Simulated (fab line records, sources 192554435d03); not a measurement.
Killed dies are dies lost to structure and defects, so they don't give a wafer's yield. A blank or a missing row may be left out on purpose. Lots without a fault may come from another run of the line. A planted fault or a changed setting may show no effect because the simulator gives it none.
Split-lot experiment | flow n5_finfet | 7 lots, 21 wafers read, on a route of 1938 steps

THE SPLIT
At N5_BEOL_M6_HM_DEP_02 (deposits TiN, target thk 20 nm), the setting target_thk_a was moved away from the recipe's 200 angstrom on 9 of the 21 wafers read, by -10.6% to +11.1%. The other wafers ran this setting at the recipe's value.

FROM THE SPLIT TO THE READING: what the file shows between them, 4 steps
- N5_BEOL_M6_COAT_59: time 60 s, resist thk 100 nm
- N5_BEOL_M6_COAT_60: time 60 s, resist thk 35 nm
- N5_BEOL_M6_STRIP_68: strips in N2/H2
- N5_BEOL_M6_STRIP_67: strips in CF4

THE READING
etch.depth_nm (the simulator's own value, which no gauge read), in nm, at N5_BEOL_M6_HM_OPEN_17 (chemistry Cl2/BCl3, target TiN, target depth 20 nm, overetch 6 nm). The file gives no usual value for it. The 12 wafers here that ran the recipe average 19.92 nm, standard deviation 0.15 nm.

wafer  | tool, chamber at the split | target_thk_a as run, angstrom | against the recipe | etch.depth_nm, nm | against lot-mates on the recipe
L075.3 | pvd_sputter-01, -          | 200                           | recipe             | 20.03             | -
L075.4 | pvd_sputter-01, -          | 186.1                         | -7.0%              | 18.59             | -1.41
L075.5 | pvd_sputter-01, -          | 200                           | recipe             | 19.97             | -
L077.1 | pvd_sputter-03, -          | 220.6                         | +10.3%             | 21.87             | +2.21
L077.3 | pvd_sputter-03, -          | 200                           | recipe             | 19.59             | -
L077.6 | pvd_sputter-03, -          | 200                           | recipe             | 19.72             | -
L084.2 | pvd_sputter-01, -          | 200                           | recipe             | 19.92             | -
L084.5 | pvd_sputter-01, -          | 200                           | recipe             | 20.16             | -
L084.6 | pvd_sputter-01, -          | 200                           | recipe             | 20.11             | -
L086.1 | pvd_sputter-01, -          | 222.1                         | +11.1%             | 22.03             | +2.16
L086.4 | pvd_sputter-01, -          | 200                           | recipe             | 19.91             | -
L086.6 | pvd_sputter-01, -          | 200                           | recipe             | 19.83             | -
L087.3 | pvd_sputter-02, -          | 220                           | +10.0%             | 21.98             | +1.98
L087.4 | pvd_sputter-02, -          | 220                           | +10.0%             | 22.12             | +2.12
L087.6 | pvd_sputter-02, -          | 200                           | recipe             | 20                | -
L091.1 | pvd_sputter-02, -          | 190                           | -5.0%              | 18.6              | -1.24
L091.3 | pvd_sputter-02, -          | 190                           | -5.0%              | 18.73             | -1.11
L091.4 | pvd_sputter-02, -          | 200                           | recipe             | 19.84             | -
L097.4 | pvd_sputter-03, -          | 178.8                         | -10.6%             | 18.09             | -1.92
L097.5 | pvd_sputter-03, -          | 178.8                         | -10.6%             | 17.97             | -2.04
L097.6 | pvd_sputter-03, -          | 200                           | recipe             | 20.01             | -

THE FIT
A straight line over all 21 wafers: etch.depth_nm changes by +0.197 nm for each +1% of target_thk_a; r = +0.99; the points scatter about the line by 0.18 nm.
The same after taking each lot's own level away (the mean of its wafers on the recipe; 21 wafers): +0.201 nm for each +1%; r = +1.00; scatter 0.1 nm.
On that fit, the largest move of target_thk_a shifts the reading by 2.2 nm.
The lots' own levels span 19.655 to 20.063 nm, that is 2.6 times the standard deviation above.
So the lot-to-lot level changes the slope little: the two slopes agree.
Check: with one of the wafers moved furthest among these (+11.1%) left out of the fit, the line predicts +2.25 nm for it against its lot-mates. It came out at +2.16 nm against them.

OTHER SPLITS ON THESE WAFERS
These wafers also went through other splits before the reading. Each is held against what the fit with the lots' levels taken away leaves over:
other split on the same wafers | wafers away from the commonest value | r with etch.depth_nm (lot level and that fit taken away)
N5_BEOL_M6_PECVD_70 temp_c     | 10                                   | -0.05

THE WHOLE CHAIN: every reading that the file lists as answering this split, in the file's order
step                  | what it does                                                      | reading                                                                          | change (the file's fit)               | r (the file's)
N5_BEOL_M6_HM_DEP_02  | deposits TiN, target thk 20 nm                                    | TiN_of_BEOL_M6_HM_DEP_02.thk_nm (the simulator's own value, which no gauge read) | +0.199 nm for each +1% of the setting | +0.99
N5_BEOL_M6_HM_OPEN_17 | chemistry Cl2/BCl3, target TiN, target depth 20 nm, overetch 6 nm | etch.depth_nm (the simulator's own value, which no gauge read)                   | +0.202 nm for each +1% of the setting | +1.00

THE FILE'S OWN FIT
etch.depth_nm changes by +0.202 nm for each +1% of target_thk_a, r = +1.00.
